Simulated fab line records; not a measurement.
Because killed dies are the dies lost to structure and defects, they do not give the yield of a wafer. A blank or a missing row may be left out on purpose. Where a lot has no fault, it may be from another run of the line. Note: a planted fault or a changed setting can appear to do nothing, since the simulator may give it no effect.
Struck lot and sound lot, side by side ; flow nand-harc ; 14 out of 1159 route steps
Sound: these wafers, L985.1, L985.4, L985.5. Wafers struck: L990.3, L990.4, L990.6. Last of all comes the cause.
Each step with rows lists, per side, the tool, then ch with its chambers, then its first start. Under that, the readings that differ: sound wafers ; struck wafers ; difference of the means ; sigmas: that difference in standard deviations of wafers without a fault.
alike: same words and numbers on both sides, and readings whose means sit less than 2 such deviations apart. not compared: any withheld reading, any reading some wafer has no value for, any bound like >300 that may hide the same value, and any number with overlapping values for which the record gives no deviation.
Wherever a step has rows on one side only, a row that says differs or no value, or a row with sigmas, the two part there. Numbers that don't overlap but have no deviation are shown without sigmas and don't part them. Lack of a reading on every wafer of one side parts them only where that side has two or more wafers.

first, 2 steps without rows for these wafers: NHARC_A_SOURCE_PLATE_CVD_03 (deposits poly-Si, target thk 200 nm, time 4000 s); NHARC_A_SOURCE_PLATE_ANNEAL_05 (time 1800 s).
NHARC_A_SOURCE_PLATE_THK_MEAS_06: measures by ellipsometry.
  sound on film-metro-01, day 7 23:31; struck on film-metro-01, day 9 04:22
  alike: thk-nm
NHARC_A_SOURCE_PLATE_INSPECT_08:
  sound on defect-inspect-01, day 7 23:35; struck on defect-inspect-01, day 9 04:26
  alike: raw-defect-count
after that, 1 step with no rows for these wafers: NHARC_A_ONON_D1_DEP_00 (target thk 1000 nm).
NHARC_A_ONON_D1_THK_MEAS_02: measures by ellipsometry.
  sound on film-metro-02, day 8 00:10; struck on film-metro-01, day 9 05:01
  alike: thk-nm
after that, 1 step with no rows for these wafers: NHARC_A_ONON_D1_DEP_03 (target thk 1000 nm).
NHARC_A_ONON_D1_THK_MEAS_05: measures by ellipsometry.
  sound on film-metro-01, day 8 00:44; struck on film-metro-02, day 9 05:34
  alike: thk-nm
after that, 1 step with no rows for these wafers: NHARC_A_ONON_D1_DEP_06 (target thk 1000 nm).
NHARC_A_ONON_D1_THK_MEAS_08: measures by ellipsometry.
  sound on film-metro-01, day 8 01:19; struck on film-metro-02, day 9 06:08
  alike: thk-nm
NHARC_A_ONON_D1_DEP_09: target thk 1000 nm.
  sound on pecvd-onon-02 ch 0, day 8 01:22; struck on pecvd-onon-02 ch 0, day 9 06:19
  alike: n2-flow-sccm, sih4-flow-sccm
NHARC_A_ONON_D1_THK_MEAS_11: measures by ellipsometry.
  sound on film-metro-02, day 8 01:54; struck on film-metro-02, day 9 06:42
reading;sound;struck;difference;sigmas
thk-nm (nm);996 996 995;315 315 313;-681;-99 or more
after that, 1 step with no rows for these wafers: NHARC_A_ONON_D1_DEP_12 (target thk 1000 nm).
-- record jumps: 12 days between struck wafers' starts before vs after; left off in module A_ONON_D1, resumes in module END, first step shown is number 1159 of the route --
NHARC_END_SORT_01:
  here the record holds rows for the struck wafers (prober-02 ch 0, day 21 07:28) but none for the sound ones

== WHERE THEY PART ==
At NHARC_A_ONON_D1_THK_MEAS_11 first; at NHARC_END_SORT_01 last (within this record only).

WHY: whatever the simulator had introduced
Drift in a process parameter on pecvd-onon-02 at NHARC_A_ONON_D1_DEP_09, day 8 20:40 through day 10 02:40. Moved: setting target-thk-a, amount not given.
